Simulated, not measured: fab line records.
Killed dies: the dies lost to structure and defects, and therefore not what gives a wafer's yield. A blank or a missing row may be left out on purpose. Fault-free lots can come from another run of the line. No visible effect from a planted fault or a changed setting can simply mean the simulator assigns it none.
Lot-split experiment ; flow n5_finfet ; route with 1938 steps; 7 lots, 21 wafers read

## THE SPLIT
At N5_BEOL_M10_COAT_60 (time 60 s, resist thk 30 nm), the setting spin_rpm was moved away from the recipe's 1500 rpm on 7 of the 21 wafers read, by -8.9% to +7.4%. This setting was run at the recipe's value on the other wafers.

## FROM THE SPLIT TO THE READING: what the file shows between them, 5 steps
- N5_BEOL_M10_EXPOSE_08: exposes mask M10 (also split here: dose_mj)
- N5_BEOL_M10_PEB_09: peb time 60 s
- N5_BEOL_M10_DEVELOP_10: develop time 30 s
- N5_BEOL_M10_CD_MEAS_11: target cd 64.1 nm
- N5_BEOL_M10_DESCUM_16: chemistry O2, time 7.9 s

## THE READING
CAR-ArF_of_BEOL_M10_COAT_05.thk_nm (the simulator's own value, which no gauge read), in nm, at N5_BEOL_M10_ETCH_61 (etches SiARC in CF4, target depth 39 nm, time 65 s). The file does not state a usual value for it. The 14 wafers here that ran the recipe average 55.7 nm, standard deviation 0.37 nm.

wafer;tool, chamber at the split;spin_rpm as run, rpm;against the recipe;CAR-ArF_of_BEOL_M10_COAT_05.thk_nm, nm;against lot-mates on the recipe
L075.2;litho_track-01, 0;1500;recipe;55.8;-
L075.4;litho_track-01, 0;1372;-8.5%;54.4;-1.5
L075.6;litho_track-01, 0;1500;recipe;56;-
L085.2;litho_track-05, 0;1611;+7.4%;56.8;+0.8
L085.3;litho_track-05, 0;1500;recipe;56;-
L085.5;litho_track-05, 0;1500;recipe;56;-
L087.1;litho_track-04, 0;1398;-6.8%;54.4;-1.0
L087.2;litho_track-04, 0;1500;recipe;55.4;-
L087.3;litho_track-04, 0;1398;-6.8%;54.2;-1.2
L092.2;litho_track-01, 0;1500;recipe;55.8;-
L092.5;litho_track-01, 0;1449;-3.4%;55.6;-0.4
L092.6;litho_track-01, 0;1500;recipe;56.2;-
L093.1;litho_track-01, 0;1500;recipe;56.2;-
L093.4;litho_track-01, 0;1367;-8.9%;54.6;-1.6
L093.6;litho_track-01, 0;1367;-8.9%;54.8;-1.4
L097.1;litho_track-01, 0;1500;recipe;55.4;-
L097.2;litho_track-01, 0;1500;recipe;55.6;-
L097.4;litho_track-01, 0;1500;recipe;55.6;-
L094.2;litho_track-05, 0;1500;recipe;55.2;-
L094.4;litho_track-05, 0;1500;recipe;55;-
L094.6;litho_track-05, 0;1500;recipe;55.2;-

FIT RESULTS
A straight line over all 21 wafers: CAR-ArF_of_BEOL_M10_COAT_05.thk_nm changes by +0.143 nm for each +1% of spin_rpm; r = +0.85; the points scatter about the line by 0.38 nm.
The same after taking each lot's own level away (the mean of its wafers on the recipe; 21 wafers): +0.155 nm for each +1%; r = +0.98; scatter 0.14 nm.
The reading moves by 1.4 nm for the largest change in spin_rpm, on that fit.
Measured against the standard deviation above, the lots' own levels, which go from 55.13 to 56.20 nm, span 2.8 times it.
The two slopes are in agreement: the lot-to-lot level therefore moves the slope only a little.
Check: -1.36 nm against its lot-mates is what the line predicts for one of the wafers moved furthest among these (-8.9%) when that wafer is left out of the fit. Against them it came out at -1.6 nm.

## THE OTHER SPLITS THESE WAFERS WENT THROUGH
Before the reading, these wafers also passed through other splits. Each is held against what the fit with the lots' levels taken away leaves over:
other split on the same wafers;wafers away from the commonest value;r with CAR-ArF_of_BEOL_M10_COAT_05.thk_nm (lot level and that fit taken away)
N5_BEOL_M8_TRENCH_ETCH_37 time_s;6;+0.30
N5_BEOL_M9_EXPOSE_25 dose_mj;8;-0.16
N5_BEOL_M10_EXPOSE_08 dose_mj;10;+0.27

## THE WHOLE CHAIN: every reading that the file lists as answering this split, in the file's order
step;what it does;reading;change (the file's fit);r (the file's)
N5_BEOL_M10_COAT_60;time 60 s, resist thk 30 nm;SiARC_of_BEOL_M10_COAT_60.thk_nm (the simulator's own value, which no gauge read);-0.162 nm for each +1% of the setting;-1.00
N5_BEOL_M10_ETCH_61;etches SiARC in CF4, target depth 39 nm, time 65 s;etch.depth_nm (the simulator's own value, which no gauge read);-0.159 nm for each +1% of the setting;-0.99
N5_BEOL_M10_ETCH_61;etches SiARC in CF4, target depth 39 nm, time 65 s;CAR-ArF_of_BEOL_M10_COAT_05.thk_nm (the simulator's own value, which no gauge read);+0.155 nm for each +1% of the setting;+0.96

## THE FILE'S OWN FIT
CAR-ArF_of_BEOL_M10_COAT_05.thk_nm changes by +0.155 nm for each +1% of spin_rpm, r = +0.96.
